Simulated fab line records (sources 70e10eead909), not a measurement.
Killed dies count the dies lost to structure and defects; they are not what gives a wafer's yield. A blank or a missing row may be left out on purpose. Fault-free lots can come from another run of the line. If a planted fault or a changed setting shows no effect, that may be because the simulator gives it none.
fab line records	flow nandHarc
record lots=6	wafers=18	lastDay=24
route steps=1159 shown P_M0@282 P_M1@285 END@1159
lots that met no fault: taken from a fault-free run of the same line
startH: start of the lot's first displayed wafer, in hours after the record's first day	waitH: time in hours since the lot's previous step	" the same as in the row above	L1.1+2: one row covering several wafers at once	- no value, or no start given	* or withheld: withheld	< > ~ a bound
route shown NAME@n: NAME is a module with steps in the file, n the number in the route of the first one	usual: mean and standard deviation over wafers with no fault	same: alike in all rows	chamber/n: place in a boat	sites: readings site by site	_std_site: the values' standard deviation	_edge_site: mean of outer sites minus mean of inner sites	radiusMm: how far each site lies from the wafer's centre	mask NAME#n: copy n	behind: the most recent tool/chamber to have shaped the wafer	hold: cause of the lot's hold/its duration in hours/its outcome	device: the n, p or np transistor that did not switch	end of line: the same wafers' tests at the end of the route	a step with no rows: only its recipe	killed: the dies lost at the first sort to structure and to defects; this is not the yield of the wafer	map: dies across one wafer; x = killed, . = not, _ = none there
set.NAME: the setting the step ran with; set.NAME@STEP: the setting that earlier step ran with	model.NAME: the simulator's own value behind a step, which no gauge read
certain route steps with their lots: each step a table, each wafer a row
services: the hour from which a tool's chamber was out of use, counted from the record's first day as startH (under 0 if before that day), plus the number of hours and why
## steps
# step NHARC_P_M0_INSPECT_27
# usual rawDefectCount=293/110
lot.wafer	tool	chamber	startH	waitH	rawDefectCount
L367.1	defectInspect-02	-	129.35	0.0	364
L367.3	"	-	"	"	631
L367.4	"	-	"	"	305
L370.4	defectInspect-02	-	148.94	0.0	247
L370.5	"	-	"	"	141
L370.6	"	-	"	"	141
L375.1	defectInspect-01	-	178.88	0.0	372
L375.5	"	-	"	"	435
L375.6	"	-	"	"	271
L376.3	defectInspect-01	-	179.10	0.0	290
L376.4	"	-	"	"	257
L376.5	"	-	"	"	224
L377.1	defectInspect-02	-	200.96	0.0	149
L377.4	"	-	"	"	175
L377.6	"	-	"	"	99
L389.3	defectInspect-01	-	250.05	0.0	280
L389.5	"	-	"	"	284
L389.6	"	-	"	"	349
# step NHARC_P_M0_PRE_CLEAN_31
# recipe timeS=12	tempC=370	rfPowerW=300	gas=NH3
# usual heaterPowerW=661/75
lot.wafer	tool	chamber	startH	waitH	heaterPowerW
L367.3	pecvd-02	0	129.42	0.1	743
L367.1	"	2	"	"	595
L367.4	"	2	"	"	593
L370.4	pecvd-02	2	149.24	0.3	670
L370.5	"	0	"	"	728
L370.6	"	1	"	"	687
L375.1	pecvd-02	2	178.96	0.1	688
L375.5	"	1	"	"	762
L375.6	"	2	"	"	697
L376.3	pecvd-04	2	179.18	0.1	673
L376.4	"	2	"	"	639
L376.5	"	0	"	"	559
L377.1	pecvd-03	1	201.36	0.4	801
L377.6	"	2	"	"	529
L377.4	"	0	"	"	598
L389.3	pecvd-04	2	250.13	0.1	664
L389.6	"	2	"	"	659
L389.5	"	0	"	"	548
# step NHARC_P_M0_DEP_32
# recipe targetThkA=300	tempC=370	targetThkNm=30	pressureTorr=3	flowSccm=200	rfW=450	material=SiCN
# usual heaterPowerW=613/73
lot.wafer	tool	chamber	startH	waitH	heaterPowerW
L367.3	pecvd-02	0	129.50	0.1	679
L367.1	"	2	"	"	608
L367.4	"	2	"	"	598
L370.4	pecvd-02	2	149.41	0.2	544
L370.5	"	0	"	"	638
L370.6	"	1	"	"	740
L375.1	pecvd-02	2	179.07	0.1	564
L375.5	"	1	"	"	666
L375.6	"	2	"	"	570
L376.3	pecvd-04	2	179.29	0.1	621
L376.4	"	2	"	"	651
L376.5	"	0	"	"	520
L377.1	pecvd-03	1	201.44	0.1	687
L377.6	"	2	"	"	537
L377.4	"	0	"	"	639
L389.3	pecvd-04	2	250.24	0.1	659
L389.6	"	2	"	"	653
L389.5	"	0	"	"	495
# step NHARC_P_M1_DEP_00
# recipe targetThkA=1825	targetThkNm=182.5	tempC=withheld	pressureTorr=5	flowSccm=200	rfW=600	material=SiOC
# step NHARC_P_M1_DEHYDRATE_01
# recipe tempC=150	timeS=120
# step NHARC_P_M1_HMDS_02
# recipe timeS=30
# step NHARC_P_M1_COAT_34
# recipe tempC=200	timeS=65
# step NHARC_P_M1_COAT_03
# recipe spinRpm=1500	resistThkNm=90
# step NHARC_P_M1_SOFTBAKE_04
# recipe tempC=105	timeS=55
# step NHARC_P_M1_EBR_05
# step NHARC_P_M1_EXPOSE_06
# recipe na=1.35	targetCdNm=130	doseMj=81.88	maskId=P_M1
# step NHARC_P_M1_PEB_07
# recipe pebTempC=100	pebTimeS=65
# usual heaterPowerTotalW=156.6/0.4	plateTempC=99.99/0.12	resistLineTempC=23.00/0.11
# same pebTimeS=65
lot.wafer	tool	chamber	startH	waitH	heaterPowerTotalW	plateTempC	resistLineTempC
L367.1	lithoTrack-04	0	130.67	0.1	156.1	99.79	22.99
L367.3	"	0	"	"	156.9	99.82	22.96
L367.4	"	0	"	"	157.0	99.94	22.90
L370.4	lithoTrack-06	0	150.46	0.1	157.1	100.06	22.90
L370.5	"	0	"	"	156.8	99.95	22.93
L370.6	"	0	"	"	157.1	99.85	23.18
L375.1	lithoTrack-01	0	180.20	0.1	156.0	100.10	23.03
L375.5	"	0	"	"	156.3	99.80	23.18
L375.6	"	0	"	"	156.9	100.05	23.09
L376.3	lithoTrack-06	0	180.40	0.1	162.0	102.47	23.07
L376.4	"	0	"	"	162.2	102.51	23.04
L376.5	"	0	"	"	161.9	102.49	23.01
L377.1	lithoTrack-06	0	202.59	0.1	162.2	102.51	22.85
L377.4	"	0	"	"	161.3	102.46	22.92
L377.6	"	0	"	"	161.9	102.33	23.04
L389.3	lithoTrack-01	0	251.24	0.0	156.5	99.94	23.08
L389.5	"	0	"	"	157.1	100.00	23.21
L389.6	"	0	"	"	156.8	99.80	23.09
# step NHARC_P_M1_DEVELOP_08
# recipe developTimeS=35	devTempC=23
# step NHARC_P_M1_CD_MEAS_09
# recipe targetCdNm=130	landingEnergyEv=500
# usual cdNm=129.9/0.49
lot.wafer	tool	chamber	startH	waitH	cdNm
L367.1	cdSem-03	0	130.75	-	130.1
L367.3	"	0	"	"	129.7
L367.4	"	0	"	"	129.9
L370.4	cdSem-02	0	150.54	-	131.0
L370.5	"	0	"	"	130.2
L370.6	"	0	"	"	130.9
L375.1	cdSem-03	0	180.28	-	130.0
L375.5	"	0	"	"	129.7
L375.6	"	0	"	"	129.5
L376.3	cdSem-02	0	180.48	-	138.5
L376.4	"	0	"	"	138.6
L376.5	"	0	"	"	138.3
L377.1	cdSem-03	0	202.67	-	138.3
L377.4	"	0	"	"	138.2
L377.6	"	0	"	"	137.6
L389.3	cdSem-02	0	251.32	-	130.5
L389.5	"	0	"	"	130.2
L389.6	"	0	"	"	130.3
# step NHARC_P_M1_OVL_MEAS_10
# recipe pitchNm=260
# usual overlayXNm=0.0/0.96	overlayYNm=0.1/0.81
lot.wafer	tool	chamber	startH	waitH	overlayXNm	overlayYNm
L367.1	overlay-02	-	130.84	-	1.6	0.1
L367.3	"	-	"	"	0.9	0.3
L367.4	"	-	"	"	1.4	-0.2
L370.4	overlay-01	-	150.62	-	0.3	-0.4
L370.5	"	-	"	"	0.4	-0.1
L370.6	"	-	"	"	1.1	-0.2
L375.1	overlay-01	-	180.37	-	-1.3	-0.4
L375.5	"	-	"	"	-1.7	-1.1
L375.6	"	-	"	"	-1.4	-1.0
L376.3	overlay-02	-	180.57	-	0.7	-0.7
L376.4	"	-	"	"	0.3	-0.2
L376.5	"	-	"	"	0.2	-0.8
L377.1	overlay-01	-	202.76	-	0.3	0.7
L377.4	"	-	"	"	0.0	0.0
L377.6	"	-	"	"	0.2	0.8
L389.3	overlay-01	-	251.41	-	-0.5	1.7
L389.5	"	-	"	"	-0.4	1.5
L389.6	"	-	"	"	-0.7	1.1
# step NHARC_P_M1_INSPECT_11
# usual rawDefectCount=4.2/2.8
lot.wafer	tool	chamber	startH	waitH	rawDefectCount
L367.1	defectInspect-01	-	130.87	0.0	3
L367.3	"	-	"	"	4
L367.4	"	-	"	"	4
L370.4	defectInspect-02	-	150.66	0.0	6
L370.5	"	-	"	"	2
L370.6	"	-	"	"	3
L375.1	defectInspect-02	-	180.40	0.0	4
L375.5	"	-	"	"	5
L375.6	"	-	"	"	4
L376.3	defectInspect-02	-	180.60	0.0	8
L376.4	"	-	"	"	4
L376.5	"	-	"	"	3
L377.1	defectInspect-02	-	202.79	0.0	3
L377.4	"	-	"	"	2
L377.6	"	-	"	"	2
L389.3	defectInspect-01	-	251.44	0.0	2
L389.5	"	-	"	"	3
L389.6	"	-	"	"	1
# step NHARC_P_M1_DESCUM_14
# recipe timeS=3	o2FlowSccm=200	arFlowSccm=0	biasPowerW=0	chemistry=O2
# usual drypumpMotorCurrentA=5.9/0.43	oesProductAu=0.997/0.0079	rfVppV=57.9/0.81	showerheadPlenumPTorr=1.93/0.063	throttleValvePct=11.312/0.0096
# same biasPowerW=0
lot.wafer	tool	chamber	startH	waitH	drypumpMotorCurrentA	oesProductAu	rfHoursCounterH	rfVppV	showerheadPlenumPTorr	throttleValvePct	model.P_M1.cdNm
L367.1	rieDiel-03	0	130.93	0.1	6.2	1.009	6	57.9	1.98	11.318	129.6
L367.3	"	1	"	"	6.2	1.014	6	58.5	1.92	11.303	129.9
L367.4	"	3	"	"	6.3	0.995	5	58.0	1.99	11.318	129.7
L370.4	rieDiel-03	0	150.72	0.1	6.2	1.002	8	57.9	1.98	11.310	131.2
L370.5	"	0	"	"	6.2	1.003	-	57.7	1.98	11.313	130.4
L370.6	"	1	"	"	6.2	1.006	-	58.2	1.92	11.306	131.4
L375.1	rieDiel-08	2	180.47	0.1	5.6	0.989	4	57.1	2.00	11.304	130.2
L375.5	"	2	"	"	5.6	0.990	-	58.1	2.00	11.303	129.7
L375.6	"	3	"	"	5.9	0.987	-	60.1	2.06	11.328	129.2
L376.3	rieDiel-03	2	180.66	0.1	5.2	1.001	8	57.6	1.93	11.300	138.4
L376.4	"	1	"	"	6.2	1.000	9	57.1	1.92	11.309	138.5
L376.5	"	3	"	"	6.4	0.986	-	57.9	1.99	11.312	138.2
L377.4	rieDiel-03	3	202.86	0.1	6.3	1.006	9	57.7	1.99	11.310	138.9
L377.1	"	0	"	"	6.2	1.002	10	58.2	1.98	11.312	138.4
L377.6	"	3	"	"	6.4	0.996	-	57.6	1.99	11.307	138.4
L389.3	rieDiel-03	0	251.51	0.1	6.2	0.981	1	57.8	1.98	11.307	130.2
L389.6	"	3	"	"	6.3	0.989	-	58.2	1.99	11.314	130.8
L389.5	"	0	"	"	6.2	0.987	-	56.7	1.98	11.307	130.4
# step NHARC_P_M1_ETCH_35
# recipe targetDepthA=400	overetchA=120	timeS=43.94	ionEnergyEv=200	n2FlowSccm=150	h2FlowSccm=150	arFlowSccm=0	rfW=400	biasW=150	chemistry=N2/H2
# usual drypumpMotorCurrentA=5.9/0.43	oesProductAu=0.999/0.0079	rfVppV=431.1/2.1	showerheadPlenumPTorr=2.06/0.07	throttleValvePct=14.172/0.0093
lot.wafer	tool	chamber	startH	waitH	drypumpMotorCurrentA	oesProductAu	rfHoursCounterH	rfVppV	showerheadPlenumPTorr	throttleValvePct
L367.4	rieDiel-03	2	131.03	0.1	5.3	1.020	5	431.9	2.06	14.181
L367.1	"	3	"	"	6.4	0.999	5	433.0	2.12	14.163
L367.3	"	0	"	"	6.2	1.011	6	431.2	2.11	14.176
L370.4	rieDiel-03	0	150.82	0.1	6.2	0.991	8	432.4	2.11	14.175
L370.6	"	2	"	"	5.3	0.994	-	430.6	2.06	14.173
L370.5	"	3	"	"	6.3	1.001	-	433.2	2.12	14.172
L375.1	rieDiel-08	3	180.55	0.1	5.9	1.001	3	434.3	2.20	14.171
L375.6	"	3	"	"	5.9	1.003	-	435.6	2.20	14.188
L375.5	"	0	"	"	6.3	0.986	-	430.3	2.00	14.177
L376.3	rieDiel-03	0	180.75	0.1	6.2	1.019	9	431.4	2.11	14.175
L376.4	"	1	"	"	6.2	1.011	9	429.7	2.05	14.166
L376.5	"	0	"	"	6.2	0.999	-	432.1	2.11	14.160
L377.1	rieDiel-03	0	202.94	0.1	6.2	0.998	10	432.5	2.11	14.173
L377.4	"	2	"	"	5.3	1.001	9	431.6	2.06	14.176
L377.6	"	0	"	"	6.2	1.003	-	432.7	2.11	14.176
L389.3	rieDiel-03	3	251.60	0.1	6.3	1.003	1	432.4	2.12	14.171
L389.6	"	1	"	"	6.2	1.002	-	430.8	2.04	14.188
L389.5	"	2	"	"	5.3	1.004	-	431.1	2.05	14.194
# step NHARC_P_M1_ETCH_15
# recipe targetDepthA=1825	timeS=91.2	c4f8FlowSccm=withheld	arFlowSccm=400	rfW=600	biasW=300	chemistry=C4F8/Ar
# usual oesProductAu=0.957/0.018	rfVppV=441.4/2.1
lot.wafer	tool	chamber	startH	waitH	oesProductAu	rfHoursCounterH	rfVppV
L367.3	rieDiel-03	0	-	-	0.971	6	442.6
L367.4	"	1	"	"	0.962	6	441.0
L367.1	"	2	"	"	0.966	5	440.6
L370.4	rieDiel-03	1	-	-	0.921	7	439.6
L370.5	"	1	"	"	0.931	-	441.0
L370.6	"	2	"	"	0.936	-	442.7
L375.1	rieDiel-08	3	-	-	0.975	3	445.1
L375.5	"	1	"	"	0.986	-	443.8
L375.6	"	2	"	"	0.965	-	443.2
L376.4	rieDiel-03	1	-	-	0.972	9	442.2
L376.3	"	2	"	"	0.956	8	440.8
L376.5	"	0	"	"	0.977	-	443.4
L377.4	rieDiel-03	3	-	-	0.962	9	442.7
L377.1	"	2	"	"	0.957	9	441.6
L377.6	"	0	"	"	0.985	-	442.1
L389.3	rieDiel-03	0	-	-	0.915	1	442.6
L389.5	"	1	"	"	0.924	-	440.9
L389.6	"	2	"	"	0.929	-	441.7
# step NHARC_P_M1_CD_MEAS_16
# usual cdNm=129.9/0.6
lot.wafer	tool	chamber	startH	waitH	cdNm
L367.1	cdSem-03	-	131.24	-	129.9
L367.3	"	-	"	"	129.9
L367.4	"	-	"	"	129.8
L370.4	cdSem-02	-	151.03	-	130.9
L370.5	"	-	"	"	130.2
L370.6	"	-	"	"	130.8
L375.1	cdSem-01	-	180.77	-	129.8
L375.5	"	-	"	"	129.3
L375.6	"	-	"	"	128.9
L376.3	cdSem-03	-	180.97	-	138.2
L376.4	"	-	"	"	138.8
L376.5	"	-	"	"	137.9
L377.1	cdSem-02	-	203.16	-	138.1
L377.4	"	-	"	"	138.9
L377.6	"	-	"	"	138.0
L389.3	cdSem-03	-	251.81	-	130.1
L389.5	"	-	"	"	130.2
L389.6	"	-	"	"	131.1
# step NHARC_P_M1_STRIP_18
# recipe powerW=1000	n2FlowSccm=150	h2FlowSccm=150	arFlowSccm=0	biasW=0	chemistry=N2/H2
# usual drypumpMotorCurrentA=5.9/0.43	oesProductAu=0.996/0.0068	rfVppV=90.8/0.88	showerheadPlenumPTorr=2.05/0.083	throttleValvePct=14.171/0.0083
lot.wafer	tool	chamber	startH	waitH	drypumpMotorCurrentA	oesProductAu	rfHoursCounterH	rfVppV	showerheadPlenumPTorr	throttleValvePct
L367.3	rieDiel-10	3	131.31	0.1	5.9	0.996	3.2	90.8	1.93	14.163
L367.1	"	0	"	"	5.5	1.005	3.2	91.5	2.04	14.163
L367.4	"	1	"	"	5.6	0.992	2.9	90.1	2.00	14.180
L370.4	rieDiel-10	0	151.10	0.1	5.5	0.993	3.9	90.5	2.04	14.174
L370.6	"	0	"	"	5.5	1.005	-	89.9	2.04	14.166
L370.5	"	1	"	"	5.6	1.000	-	89.8	2.00	14.181
L375.1	rieDiel-08	3	180.85	0.1	5.9	0.999	2.7	91.0	2.20	14.175
L375.5	"	3	"	"	5.9	1.000	-	91.8	2.20	14.183
L375.6	"	0	"	"	6.3	0.987	-	88.6	2.00	14.158
L376.3	rieDiel-03	2	181.05	0.1	5.3	0.997	8.1	91.7	2.06	14.180
L376.4	"	3	"	"	6.4	0.993	7.9	90.8	2.12	14.171
L376.5	"	3	"	"	6.3	0.990	-	91.8	2.12	14.162
L377.1	rieDiel-10	0	203.23	0.1	5.4	0.988	0.3	90.5	2.04	14.168
L377.4	"	1	"	"	5.6	0.996	0.3	90.6	1.99	14.169
L377.6	"	1	"	"	5.6	0.991	-	90.1	1.99	14.173
L389.3	rieDiel-08	1	251.91	0.1	6.7	1.001	8.6	91.4	2.14	14.185
L389.5	"	0	"	"	6.3	1.002	-	90.6	2.00	14.167
L389.6	"	1	"	"	6.7	0.997	-	89.7	2.14	14.180
# step NHARC_P_M1_ETCH_28
# recipe targetDepthA=300	overEtchFrac=0.3	timeS=72.99	ionEnergyEv=150	cf4FlowSccm=50	n2FlowSccm=100	arFlowSccm=150	rfW=300	biasW=100	chemistry=CF4/N2
# usual cf4FlowSccm=49.99/0.18	drypumpMotorCurrentA=5.9/0.43	oesProductAu=0.996/0.0079	rfVppV=314.5/1.9	showerheadPlenumPTorr=2.64/0.099	throttleValvePct=19.794/0.0095
lot.wafer	tool	chamber	startH	waitH	cf4FlowSccm	drypumpMotorCurrentA	oesProductAu	rfHoursCounterH	rfVppV	showerheadPlenumPTorr	throttleValvePct	model.P_M1.cdNm
L367.4	rieDiel-10	1	-	-	49.93	5.6	0.980	2.9	313.6	2.57	19.805	129.6
L367.1	"	2	"	"	49.85	5.4	1.002	3.2	313.1	2.55	19.799	129.1
L367.3	"	0	"	"	49.94	5.4	1.009	3.2	313.8	2.63	19.811	129.4
L370.4	rieDiel-10	1	-	-	49.74	5.6	1.002	3.6	312.8	2.57	19.800	130.7
L370.6	"	3	"	"	49.80	6.0	0.996	-	312.7	2.49	19.795	130.9
L370.5	"	0	"	"	49.91	5.4	1.004	-	314.1	2.63	19.802	130.3
L375.1	rieDiel-08	3	-	-	49.75	5.9	0.999	2.8	318.7	2.81	19.793	129
L375.6	"	3	"	"	49.59	5.9	0.997	-	317.1	2.81	19.800	128.2
L375.5	"	0	"	"	49.69	6.3	0.986	-	313.9	2.58	19.799	128.7
L376.3	rieDiel-03	1	-	-	50.18	6.2	0.997	8.9	314.8	2.63	19.798	139.2
L376.4	"	0	"	"	49.85	6.2	0.994	9.3	315.1	2.71	19.812	139.2
L376.5	"	1	"	"	50.09	6.2	0.990	-	315.3	2.63	19.779	138.6
L377.1	rieDiel-10	3	-	-	49.89	5.9	0.986	0.4	311.8	2.49	19.780	138.2
L377.4	"	0	"	"	50.28	5.5	0.989	0.4	314.8	2.63	19.781	139.1
L377.6	"	2	"	"	49.65	5.4	0.998	-	312.2	2.55	19.796	138.1
L389.3	rieDiel-08	1	-	-	50.09	6.7	0.999	8.7	316.5	2.74	19.788	131.1
L389.5	"	0	"	"	50.14	6.3	0.987	-	312.4	2.58	19.790	130.2
L389.6	"	1	"	"	49.96	6.6	0.996	-	316.8	2.74	19.798	131
# step NHARC_P_M1_STRIP_19
# recipe timeS=600	tempC=30	chemistry=postEtchResidueRemover
# step NHARC_END_SORT_01
# recipe tempC=25
# usual defectLimitedYield=95.0/1.7	killedAtArray=29/12	killedAtOther=0.7/1	killedAtPeriphery=4/3.2	killedDies=34/12	killedOpen=3.4/2	killedShort=1.8/1.3	sort_bin_2_pct=1.6/0.7	sort_bin_3_pct=0.26/0.23	sort_bin_4_pct=3.1/1.1	sortNPass=643/12	sortRimYieldPct=96.4/2.6	sortYieldPct=95.0/1.7
# same grossDies=677	sort_bin_5_pct[%]=0	sort_bin_6_pct[%]=0	sort_bin_7_pct[%]=0	sort_bin_8_pct[%]=0	sortRimNGross=106.00
lot.wafer	tool	chamber	startH	waitH	defectLimitedYield[%]	killedAtArray	killedAtOther	killedAtPeriphery	killedDies	killedOpen	killedShort	sort_bin_2_pct[%]	sort_bin_3_pct[%]	sort_bin_4_pct[%]	sortNPass	sortRimYieldPct[%]	sortYieldPct[%]
L370.4	prober-01	0	476.00	3.4	94.8	29	2	4	35	2	1	1.8	0.15	3.2	642	98.1	94.8
L370.5	prober-01	0	476.81	3.7	94.5	30	2	5	37	6	4	1.3	0	4.1	640	96.2	94.5
L370.6	prober-01	0	477.61	4.0	95.4	27	2	2	31	3	1	1.8	0.15	2.7	646	94.3	95.4
L375.1	prober-02	0	489.56	2.4	95.4	27	1	3	31	4	3	1.0	0.74	2.8	646	98.1	95.4
L375.5	prober-02	0	492.79	3.7	95.4	30	0	1	31	2	5	1.5	0.59	2.5	646	98.1	95.4
L375.6	prober-02	0	493.60	4.0	96.6	22	0	1	23	4	0	1.6	0	1.8	654	97.2	96.6
L376.5	prober-01	0	500.46	3.7	93.1	43	1	3	47	6	2	2.2	0.15	4.6	630	96.2	93.1
L377.1	prober-02	0	505.21	2.5	93.5	39	0	5	44	2	2	3.0	0.30	3.2	633	89.6	93.5
L377.4	prober-02	0	507.59	3.4	93.8	38	0	4	42	1	3	2.1	0.30	3.8	635	91.5	93.8
L377.6	prober-02	0	509.18	4.0	93.8	36	0	6	42	2	1	2.7	0.15	3.4	635	92.5	93.8
# killed by level:class
L370.4 A_CHANNEL_HOLE_D1:chamberFilmFlake=13 A_SLIT:chamberFilmFlake=9 A_CONTACT:chamberFilmFlake=3 P_STI:chamberFilmFlake=2 THIN_TSV:chamberFilmFlake=2 P_M0:geometricParticle:open=1 A_WL_FILL:geometricParticle:short=1 A_CONTACT:geometricParticle:open=1
L370.5 A_CHANNEL_HOLE_D1:chamberFilmFlake=8 A_STAIRCASE:chamberFilmFlake=5 A_SLIT:chamberFilmFlake=5 A_CONTACT:chamberFilmFlake=3 A_M0:geometricParticle:short=2 THIN_TSV:chamberFilmFlake=2 P_CONTACT:geometricParticle:open=1 P_M1:geometricParticle:open=1
L370.6 A_SLIT:chamberFilmFlake=12 A_CHANNEL_HOLE_D1:chamberFilmFlake=7 A_ONON_D1:geometricParticle:open=2 A_STAIRCASE:chamberFilmFlake=2 A_WL_FILL:chamberFilmFlake=2 THIN_TSV:chamberFilmFlake=2 P_STI:geometricParticle:open=1 A_CONTACT:geometricParticle:short=1
L375.1 A_SLIT:chamberFilmFlake=9 A_STAIRCASE:chamberFilmFlake=7 A_CHANNEL_FILL_D1:chamberFilmFlake=3 A_CONTACT:geometricParticle:open=2 A_CONTACT:chamberFilmFlake=2 P_GATE:geometricParticle:short=1 P_M1:geometricParticle:open=1 A_ONON_D1:geometricParticle:short=1
L375.5 A_SLIT:chamberFilmFlake=17 A_CHANNEL_FILL_D1:chamberFilmFlake=3 A_CONTACT:chamberFilmFlake=3 A_M0:geometricParticle:open=2 P_STI:geometricParticle:short=1 A_ONON_D1:geometricParticle:short=1 A_CHANNEL_HOLE_D1:geometricParticle:short=1 A_CONTACT:geometricParticle:short=1
L375.6 A_SLIT:chamberFilmFlake=10 A_CONTACT:chamberFilmFlake=4 A_CHANNEL_HOLE_D1:chamberFilmFlake=3 A_CONTACT:geometricParticle:open=2 A_CHANNEL_FILL_D1:chamberFilmFlake=2 P_GATE:geometricParticle:open=1 A_BLC:geometricParticle:open=1
L376.5 A_CHANNEL_HOLE_D1:chamberFilmFlake=17 A_SLIT:chamberFilmFlake=12 A_CONTACT:chamberFilmFlake=5 P_GATE:geometricParticle:open=1 P_CONTACT:geometricParticle:open=1 A_ONON_D1:geometricParticle:open=1 A_SGD_CUT:geometricParticle:open=1 A_WL_FILL:geometricParticle:short=1
L377.1 A_SLIT:chamberFilmFlake=13 A_CHANNEL_HOLE_D1:chamberFilmFlake=10 A_CONTACT:chamberFilmFlake=5 A_STAIRCASE:chamberFilmFlake=4 A_M0:chamberFilmFlake=4 P_BONDPAD:chamberFilmFlake=3 A_WL_FILL:geometricParticle:short=2 P_M0:geometricParticle:open=1
L377.4 A_SLIT:chamberFilmFlake=14 A_CHANNEL_HOLE_D1:chamberFilmFlake=9 A_CONTACT:chamberFilmFlake=4 A_M0:chamberFilmFlake=4 A_M1:chamberFilmFlake=3 P_BONDPAD:chamberFilmFlake=2 P_M0:geometricParticle:short=1 A_M0:geometricParticle:short=1
L377.6 A_CHANNEL_HOLE_D1:chamberFilmFlake=12 A_SLIT:chamberFilmFlake=12 A_CONTACT:chamberFilmFlake=4 P_BONDPAD:chamberFilmFlake=3 A_STAIRCASE:chamberFilmFlake=3 A_M0:chamberFilmFlake=3 P_M0:geometricParticle:short=1 A_ONON_D1:geometricParticle:open=1
## services
tool	chamber	startH	hours	kind
pecvd-03	-	111.22	13.0	pm
lithoTrack-06	-	117.00	7.0	pm
rieDiel-03	0	120.92	-	clean
rieDiel-03	1	120.92	-	clean
rieDiel-03	2	120.92	-	clean
rieDiel-03	3	120.92	-	clean
rieDiel-08	-	124.80	9.0	pm
pecvd-04	1	128.65	9.8	repair
rieDiel-08	1	134.37	3.4	repair
lithoTrack-04	-	141.00	7.0	pm
rieDiel-08	1	144.04	3.7	repair
rieDiel-03	0	145.42	-	clean
rieDiel-10	-	151.66	0.2	repair
rieDiel-08	3	153.12	4.3	repair
pecvd-02	-	153.24	13.0	pm
pecvd-04	-	172.91	1.1	repair
rieDiel-10	-	176.50	9.0	pm
rieDiel-08	-	192.67	0.3	repair
pecvd-04	-	195.00	13.0	pm
rieDiel-03	-	215.42	9.0	pm
rieDiel-08	2	226.59	8.9	repair
rieDiel-10	1	239.40	2.2	repair
rieDiel-03	3	241.81	5.2	repair
rieDiel-10	3	242.57	5.5	repair
## key
firstSign step=NHARC_P_M1_PEB_07	reading=plateTempC	direction=up	sigmas=20	usual=*	struck=*
effect step=NHARC_P_M1_PEB_07	reading=heaterPowerTotalW	direction=up	sigmas=13	usual=*	struck=*
effect step=NHARC_P_M1_CD_MEAS_09	reading=cdNm	direction=up	sigmas=17	usual=129.9	struck=138.3
effect step=NHARC_P_M1_CD_MEAS_16	reading=cdNm	direction=up	sigmas=14	usual=129.9	struck=138.3
modelEffect step=NHARC_P_M1_DESCUM_14	value=P_M1.cdNm	without=130.3	struck=138.5
modelEffect step=NHARC_P_M1_ETCH_28	value=P_M1.cdNm	without=130.5	struck=138.7
metAt NHARC_P_M1_PEB_07
struckWafers L376.3,L376.4,L376.5,L377.1,L377.4,L377.6
onsetBetween 150.46 180.40
fault kind=processParameterDrift	tool=lithoTrack-06	chamber=-	onsetH=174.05	steps=NHARC_P_M1_PEB_07	channel=pebTempC	offset=*	shape=step	endH=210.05	actsIn=*	stated=*
